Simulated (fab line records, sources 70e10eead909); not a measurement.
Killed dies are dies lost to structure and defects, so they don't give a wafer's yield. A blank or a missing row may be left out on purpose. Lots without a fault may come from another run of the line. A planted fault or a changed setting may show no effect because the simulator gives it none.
A struck lot beside a sound one | flow nand_harc | 12 steps out of a route of 1302
Sound: wafers L517.2, L517.3, L517.6. Struck: wafer L522.6. (L522.2, L522.4 of the same lot were not struck and are left out.) The cause comes at the end.
At each step with rows: each side's tool, then ch and its chambers, then its first start. Under that, the readings that differ: sound wafers | struck wafers | difference of the means | sigmas: that difference in standard deviations of wafers without a fault.
alike: readings whose means differ by less than 2 such deviations, and words and numbers that are the same on both sides. not compared: withheld readings, readings that some wafer has no value for, bounds like >300 that may hide the same value, and numbers for which the record gives no deviation and whose values overlap.
The two part at a step that has a row with sigmas, a row that says differs or no value, or rows on one side only. Numbers that don't overlap but have no deviation are shown without sigmas and don't part them. A reading that every wafer of one side lacks parts them only if that side has two wafers or more.

NHARC_A_STAIRCASE_TRIM_16: chemistry O2, time 211.2 s.
  sound on rie_diel-04 ch 2,3; struck on rie_diel-09 ch 1
  alike: drypump_motor_current_A, o2_flow_sccm, oes_product_au, rf_vpp_V, showerhead_plenum_p_Torr, throttle_valve_pct
  not compared: rf_hours_counter_h
NHARC_A_STAIRCASE_ETCH_17: etches the open film in C4F8/O2, target depth 100 nm, time 40.5 s.
  sound on rie_diel-04 ch 0,1; struck on rie_diel-09 ch 1
  reading    | sound                | struck | difference | sigmas
  bias_w (W) | 1004.8 1002.1 1006.8 | 998.2  | -6.4       | -2
  alike: oes_product_au, rf_vpp_V, run_length_s
  not compared: rf_hours_counter_h
then, 5 steps without rows for these wafers: NHARC_A_STAIRCASE_TRIM_18 (chemistry O2, time 211.2 s); NHARC_A_STAIRCASE_ETCH_19 (etches the open film in C4F8/O2, target depth 100 nm, time 40.5 s); NHARC_A_STAIRCASE_TRIM_20 (chemistry O2, time 211.2 s); NHARC_A_STAIRCASE_ETCH_21 (etches the open film in C4F8/O2, target depth 100 nm, time 40.5 s); NHARC_A_STAIRCASE_TRIM_22 (chemistry O2, time 211.2 s).
NHARC_A_STAIRCASE_ETCH_23: etches the open film in C4F8/O2, target depth 100 nm, time 40.5 s.
  sound on rie_diel-04 ch 1,2,3; struck on rie_diel-01 ch 3
  alike: bias_w, oes_product_au, rf_vpp_V, run_length_s
  not compared: rf_hours_counter_h
NHARC_A_STAIRCASE_TRIM_24: chemistry O2, time 211.2 s.
  sound on rie_diel-04 ch 2,3; struck on rie_diel-01 ch 3
  reading             | sound             | struck | difference | sigmas
  o2_flow_sccm (sccm) | 503.1 502.9 502.5 | 497.7  | -5.1       | -3
  alike: drypump_motor_current_A, oes_product_au, rf_vpp_V, showerhead_plenum_p_Torr, throttle_valve_pct
  not compared: rf_hours_counter_h
NHARC_A_STAIRCASE_ETCH_25: etches the open film in C4F8/O2, target depth 100 nm, time 40.5 s.
  sound on rie_diel-04 ch 0,1; struck on rie_diel-01 ch 2
  alike: bias_w, oes_product_au, rf_vpp_V, run_length_s
  not compared: rf_hours_counter_h
then, 1 step without rows for these wafers: NHARC_A_STAIRCASE_TRIM_26 (chemistry O2, time 211.2 s).
NHARC_A_STAIRCASE_ETCH_27: etches the open film in C4F8/O2, target depth 100 nm, time 40.5 s.
  sound on rie_diel-04 ch 1,2, day 18 18:08; struck on rie_diel-01 ch 1, day 21 15:49
  reading          | sound          | struck | difference | sigmas
  run_length_s (s) | 62.4 61.0 61.3 | 73.5   | +11.9      | +28
  alike: bias_w, oes_product_au, rf_vpp_V
  not compared: rf_hours_counter_h

WHERE THEY PART
First at NHARC_A_STAIRCASE_ETCH_17; last, within this record, at NHARC_A_STAIRCASE_ETCH_27.

WHY: what the simulator had put in
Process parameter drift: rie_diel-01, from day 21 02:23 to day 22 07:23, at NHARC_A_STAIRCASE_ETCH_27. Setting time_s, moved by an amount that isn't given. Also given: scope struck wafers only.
